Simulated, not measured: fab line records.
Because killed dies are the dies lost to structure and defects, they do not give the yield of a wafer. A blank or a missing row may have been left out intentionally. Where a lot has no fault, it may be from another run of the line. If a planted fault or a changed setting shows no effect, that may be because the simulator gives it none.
Lot-split experiment | flow n5 finfet | route with 1938 steps; 7 lots, 21 wafers read

== ABOUT THE SPLIT ==
At N5_SD_EPI_N_PEB_07 (peb time 60 s), the setting peb time s was moved away from the recipe's 60 s on 8 of the 21 wafers read, by -19.4% to +21.3%. For the rest of the wafers, this setting stayed at what the recipe calls for.

== FROM THE SPLIT TO THE READING: what the file shows between them, 1 step ==
- N5_SD_EPI_N_DEVELOP_08: develop time 30 s

== THE READING ==
cd nm (nm) at N5_SD_EPI_N_CD_MEAS_09, where the cd target is 120 nm. A value of 120.0 nm with a standard deviation of 0.93 nm is what fault-free wafers of this fab line usually give.

wafer  | tool, chamber at the split | peb time s as run, s | against the recipe | cd nm, nm | against lot-mates on the recipe
L085.1 | litho track-05, 0          | 60                   | recipe             | 117.9     | -
L085.2 | litho track-05, 0          | 72.77                | +21.3%             | 126.7     | +8.2
L085.3 | litho track-05, 0          | 60                   | recipe             | 119.1     | -
L086.1 | litho track-02, 0          | 60                   | recipe             | 119.2     | -
L086.2 | litho track-02, 0          | 60                   | recipe             | 118.8     | -
L086.4 | litho track-02, 0          | 60                   | recipe             | 119.4     | -
L088.3 | litho track-03, 0          | 60                   | recipe             | 119.9     | -
L088.4 | litho track-03, 0          | 60                   | recipe             | 121.1     | -
L088.6 | litho track-03, 0          | 70.93                | +18.2%             | 126.4     | +5.9
L089.1 | litho track-03, 0          | 53.52                | -10.8%             | 116.6     | -3.8
L089.4 | litho track-03, 0          | 53.52                | -10.8%             | 115.8     | -4.6
L089.6 | litho track-03, 0          | 60                   | recipe             | 120.4     | -
L090.1 | litho track-05, 0          | 48.38                | -19.4%             | 111.0     | no lot-mate on the recipe
L090.4 | litho track-05, 0          | 48.38                | -19.4%             | 111.3     | no lot-mate on the recipe
L090.6 | litho track-05, 0          | 48.38                | -19.4%             | 112.8     | no lot-mate on the recipe
L091.2 | litho track-02, 0          | 60                   | recipe             | 119.2     | -
L091.3 | litho track-02, 0          | 60                   | recipe             | 118.9     | -
L091.5 | litho track-02, 0          | 70.84                | +18.1%             | 125.6     | +6.5
L096.4 | litho track-02, 0          | 60                   | recipe             | 120.1     | -
L096.5 | litho track-02, 0          | 60                   | recipe             | 119.4     | -
L096.6 | litho track-02, 0          | 60                   | recipe             | 119.8     | -

THE FIT
A straight line over all 21 wafers: cd nm changes by +0.369 nm for each +1% of peb time s; r = +0.98; the points scatter about the line by 0.82 nm.
The same after taking each lot's own level away (the mean of its wafers on the recipe; 18 wafers): +0.367 nm for each +1%; r = +0.99; scatter 0.44 nm.
That fit puts the effect of the largest move of peb time s on the reading at 7.8 nm.
From 118.50 to 120.50 nm: that is the span of the lots' own levels, equal to 2.2 times the standard deviation above.
Consequently the slope shifts little with the lot-to-lot level, the two slopes agreeing.
Check: +7.51 nm against its lot-mates is what the line predicts for one of the wafers moved furthest among these (+21.3%) when that wafer is left out of the fit. It came out at +8.2 nm against them.

== ADDITIONAL SPLITS CARRIED BY THESE WAFERS ==
Note: prior to the reading, these wafers also went through further splits. Each is held against what the fit with the lots' levels taken away leaves over:
other split on the same wafers          | wafers away from the commonest value | r with cd nm (lot level and that fit taken away)
N5_ZERO_LAYER_EXPOSE_08 dose mj         | 6                                    | +0.24
N5_ZERO_LAYER_DEVELOP_10 develop time s | 8                                    | +0.04
N5_FIN_SAQP_ALD_61 temp c               | 9                                    | -0.01
N5_FIN_SAQP_PECVD_06 time s             | 5                                    | +0.26
N5_SPACER0_ALD_08 target thk a          | 13                                   | -0.13

== THE WHOLE CHAIN: every reading that the file lists as answering this split, in the file's order ==
step                    | what it does                                                | reading                                                         | change (the file's fit)               | r (the file's)
N5_SD_EPI_N_CD_MEAS_09  | target cd 120 nm                                            | cd nm                                                           | +0.36 nm for each +1% of the setting  | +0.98
N5_SD_EPI_N_DESCUM_14   | chemistry O2, time 7.9 s                                    | SD_EPI_N.cd nm (the simulator's own value, which no gauge read) | +0.36 nm for each +1% of the setting  | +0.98
N5_SD_EPI_N_ETCH_35     | etches SOC in N2/H2, overetch 108 nm, time 486 s            | SD_EPI_N.cd nm (the simulator's own value, which no gauge read) | +0.377 nm for each +1% of the setting | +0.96
N5_SD_EPI_N_ETCHBACK_44 | etches SiNx in CH3F/O2, stops on SiO2, target depth 14.5 nm | SD_EPI_N.cd nm (the simulator's own value, which no gauge read) | +0.371 nm for each +1% of the setting | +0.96

== THE FILE'S OWN FIT ==
cd nm changes by +0.36 nm for each +1% of peb time s, r = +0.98.
